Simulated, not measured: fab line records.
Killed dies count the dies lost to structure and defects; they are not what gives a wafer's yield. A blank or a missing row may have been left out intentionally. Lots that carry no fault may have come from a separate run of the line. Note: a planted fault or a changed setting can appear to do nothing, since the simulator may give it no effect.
Split-lot experiment -- flow n5 finfet -- 21 wafers read across 7 lots, on a route 1938 steps long

## ON THE SPLIT
At N5_SD_EPI_P_ETCH_16 (etches SiO2 in CHF3/O2, target depth 5 nm), the setting target depth a was moved away from the recipe's 50 angstrom on 10 of the 21 wafers read, by -8.8% to -5.4%. For the rest of the wafers, this setting stayed at what the recipe calls for.

The reading comes from the split's own step.

## THE READING
etch.depth nm (the simulator's own value, which no gauge read), in nm, at N5_SD_EPI_P_ETCH_16 (etches SiO2 in CHF3/O2, target depth 5 nm). The file gives no usual value for it. Average 4.998 nm, standard deviation 0.033 nm, over the 11 wafers here run with the recipe.

wafer,"tool, chamber at the split","target depth a as run, angstrom",against the recipe,"etch.depth nm, nm",against lot-mates on the recipe
L074.4,"rie diel-03, 1",50,recipe,5.049,-
L074.5,"rie diel-03, 1",46.47,-7.1%,4.714,-0.335
L074.6,"rie diel-03, 0",46.47,-7.1%,4.61,-0.439
L075.3,"rie diel-03, 1",46.73,-6.5%,4.748,no lot-mate on the recipe
L075.5,"rie diel-03, 2",46.73,-6.5%,4.664,no lot-mate on the recipe
L075.6,"rie diel-03, 3",46.73,-6.5%,4.737,no lot-mate on the recipe
L082.2,"rie diel-01, 2",50,recipe,4.997,-
L082.3,"rie diel-01, 0",50,recipe,4.993,-
L082.5,"rie diel-01, 0",50,recipe,5.025,-
L083.1,"rie diel-01, 2",50,recipe,5.007,-
L083.2,"rie diel-01, 1",45.62,-8.8%,4.59,-0.417
L083.5,"rie diel-01, 0",45.62,-8.8%,4.568,-0.439
L084.1,"rie diel-03, 1",50,recipe,5.049,-
L084.3,"rie diel-03, 0",47.32,-5.4%,4.655,-0.359
L084.4,"rie diel-03, 2",50,recipe,4.98,-
L085.3,"rie diel-01, 1",50,recipe,4.983,-
L085.4,"rie diel-01, 0",50,recipe,4.999,-
L085.6,"rie diel-01, 3",50,recipe,4.933,-
L092.2,"rie diel-01, 2",46.24,-7.5%,4.742,-0.224
L092.3,"rie diel-01, 0",50,recipe,4.966,-
L092.5,"rie diel-01, 2",46.24,-7.5%,4.691,-0.275

THE FIT
A straight line over all 21 wafers: etch.depth nm changes by +0.0451 nm for each +1% of target depth a; r = +0.96; the points scatter about the line by 0.047 nm.
The same after taking each lot's own level away (the mean of its wafers on the recipe; 18 wafers): +0.0468 nm for each +1%; r = +0.95; scatter 0.057 nm.
On that fit, the largest move of target depth a shifts the reading by 0.41 nm.
Across the lots, their own levels run from 4.9660 to 5.0490 nm, a range of 2.5 times the standard deviation given above.
So the lot-to-lot level changes the slope little: the two slopes agree.
Check: -0.412 nm against its lot-mates is what the line predicts for one of the wafers moved furthest among these (-8.8%) when that wafer is left out of the fit. Against them it came out at -0.417 nm.

## OTHER SPLITS APPLIED TO THESE WAFERS
Note: prior to the reading, these wafers also went through further splits. Each is held against what the fit with the lots' levels taken away leaves over:
other split on the same wafers,wafers away from the commonest value,r with etch.depth nm (lot level and that fit taken away)
N5_ZERO_LAYER_PEB_09 peb time s,as run: not given for these wafers,-
N5_ZERO_LAYER_ETCH_18 icp w,4,+0.20
N5_WELL_APT_PEB_23 peb time s,9,+0.06
N5_WELL_APT_DESCUM_30 time s,7,-0.09
N5_FIN_SAQP_PEB_14 peb time s,9,+0.44
N5_DUMMY_GATE_COAT_09 spin rpm,6,-0.30
N5_DUMMY_GATE_EXPOSE_12 dose mj,4,+0.19

## FILE'S OWN FIT
etch.depth nm changes by +0.0486 nm for each +1% of target depth a, r = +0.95.
